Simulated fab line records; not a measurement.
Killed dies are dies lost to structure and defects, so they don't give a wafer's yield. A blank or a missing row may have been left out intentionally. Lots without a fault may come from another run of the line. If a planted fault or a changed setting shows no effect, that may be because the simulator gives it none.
A lot that was struck, set against a sound lot / flow n5 finfet / 40 out of 1938 route steps
Sound: wafers L445.1, L445.4, L445.5. Struck: wafers L463.2, L463.6 (left out: L463.3, a lot-mate that was not struck); the cause follows at the end.
For every step that has rows: the tool of each side, followed by ch and its chambers, followed by its first start. Under that, the readings that differ: sound wafers / struck wafers / difference of the means / sigmas: that difference in standard deviations of wafers without a fault.
alike: readings with means less than 2 such deviations apart, plus words and numbers identical on both sides. not compared: withheld readings, readings lacking a value on some wafer, bounds such as >300 that could conceal the same value, and numbers that have no deviation in the record and whose values overlap.
Wherever a step has rows on one side only, a row that says differs or no value, or a row with sigmas, the two part there. Numbers that don't overlap but have no deviation are shown without sigmas and don't part them. Lack of a reading on every wafer of one side parts them only where that side has two or more wafers.

first, 11 steps without rows for these wafers: N5_MOL_CONTACT_COAG_STRIP_96 (strips in N2/H2); N5_MOL_CONTACT_COAG_ETCH_47 (etches SiNx in CH3F/O2, stops on W, target depth 27 nm); N5_MOL_CONTACT_COAG_STRIP_119 (strips in N2/H2, time 30 s); N5_MOL_CONTACT_COAG_PRECLEAN_144 (cleans in alkaline clean, time 60 s); N5_MOL_CONTACT_COAG_SRD_145 (time 30 s); N5_MOL_CONTACT_COAG_COAT_62 (time 60 s, resist thk 60 nm); N5_MOL_CONTACT_COAG_COAT_63 (time 60 s, resist thk 10 nm); N5_MOL_CONTACT_COAG_COAT_64 (time 60 s, resist thk 10 nm); N5_MOL_CONTACT_COAG_COAT_34 (resist thk 40 nm); N5_MOL_CONTACT_COAG_EBR_36; N5_MOL_CONTACT_COAG_SOFTBAKE_35 (time 60 s).
N5_MOL_CONTACT_COAG_EXPOSE_37: exposes mask VD, defocus 0 nm.
  sound on euv scanner-01 ch 0, day 6 02:56; struck on euv scanner-02 ch 0, day 10 15:59
  alike: mask, reticle temp C
then, 2 steps without rows for these wafers: N5_MOL_CONTACT_COAG_PEB_38 (peb time 60 s); N5_MOL_CONTACT_COAG_DEVELOP_39 (develop time 30 s).
N5_MOL_CONTACT_COAG_CD_MEAS_40 targets a cd of 25.1 nm.
  sound on cd sem-02 ch 0, day 6 03:05; struck on cd sem-01 ch 0, day 10 16:07
reading=cd nm (nm); sound=24.76 25.30 25.14; struck=10.97 11.18; difference=-13.99; sigmas=-67
then, 17 steps without rows for these wafers: N5_MOL_CONTACT_COAG_DESCUM_45 (chemistry O2, time 7 s); N5_MOL_CONTACT_COAG_ETCH_65 (etches underlayer in N2/H2, target depth 13 nm, time 10.4 s); N5_MOL_CONTACT_COAG_ETCH_66 (etches SiARC in CF4, target depth 13 nm, time 21.7 s); N5_MOL_CONTACT_COAG_ALD_133 (deposits SiO2, target thk 5 nm, pulse time 1 s, co reactant pulse time 1 s); N5_MOL_CONTACT_COAG_ETCHBACK_134 (etches SiO2 in CHF3, target depth 10 nm, time 6.7 s); N5_MOL_CONTACT_COAG_ETCH_67 (etches SOC in N2/H2, target depth 60 nm, overetch 21 nm, time 101.2 s); N5_MOL_CONTACT_COAG_STRIP_68 (strips in N2/H2); N5_MOL_CONTACT_COAG_STRIP_69 (strips in N2/H2); N5_MOL_CONTACT_COAG_ETCHBACK_136 (etches SiO2 in CHF3, target depth 25 nm, time 16.7 s); N5_MOL_CONTACT_COAG_STRIP_120 (strips in CHF3); N5_MOL_CONTACT_COAG_VIA_ETCH_117 (etches SiO2 in C4F6/O2, target depth 40 nm, overetch 8 nm, time 26 s); N5_MOL_CONTACT_COAG_ETCH_124 (etches SiNx in CH3F/O2, stops on SiOC, target depth 6.5 nm); N5_MOL_CONTACT_COAG_ETCH_48 (etches SiOC in C4F6/O2, target depth 15 nm, overetch 4.5 nm, time 17 s); N5_MOL_CONTACT_COAG_STRIP_72 (strips in N2/H2); N5_MOL_CONTACT_COAG_STRIP_49 (strips in N2/H2, time 30 s); N5_MOL_CONTACT_COAG_PRECLEAN_138 (cleans in alkaline clean, time 60 s); N5_MOL_CONTACT_COAG_SRD_139 (time 30 s).
N5_MOL_CONTACT_COAG_CD_MEAS_101 targets a cd of 16 nm.
  struck on cd sem-02, day 10 18:35; sound on cd sem-01, day 6 04:08
reading=cd nm (nm); sound=15.9 15.7 15.7; struck=1.3 2.1; difference=-14.1; sigmas=-40
then, 5 steps without rows for these wafers: N5_MOL_CONTACT_COAG_PRE_CLEAN_121; N5_MOL_CONTACT_COAG_CVD_140 (deposits W, target thk 66.5 nm, time 215 s); N5_MOL_CONTACT_COAG_PRECLEAN_127 (cleans in DIW, time 57.5 s); N5_MOL_CONTACT_COAG_SRD_128 (dry time 32 s); N5_MOL_CONTACT_COAG_CMP_52 (polishes, stops on SiO2, t overpolish 1.5 s, target thk 66.5 nm).
N5_BEOL_M4_RC_MEAS_101:
  the record has rows for the sound wafers here (prober-02 ch 0, day 8 17:53) and none for the struck ones
-- here the record skips 8 days between the struck wafers' starts before and after, leaving off in module BEOL_M4 and picking up in module PASSIVATION (first step shown: number 1936 of the route) --
N5_PASSIVATION_PROBE_49:
  rows exist in the record for the struck wafers here (prober-02, day 19 06:20), but not for the sound ones

## WHERE THEY PART
Last at N5_PASSIVATION_PROBE_49 as far as this record goes, first at N5_MOL_CONTACT_COAG_CD_MEAS_40.

WHY: whatever the simulator had introduced
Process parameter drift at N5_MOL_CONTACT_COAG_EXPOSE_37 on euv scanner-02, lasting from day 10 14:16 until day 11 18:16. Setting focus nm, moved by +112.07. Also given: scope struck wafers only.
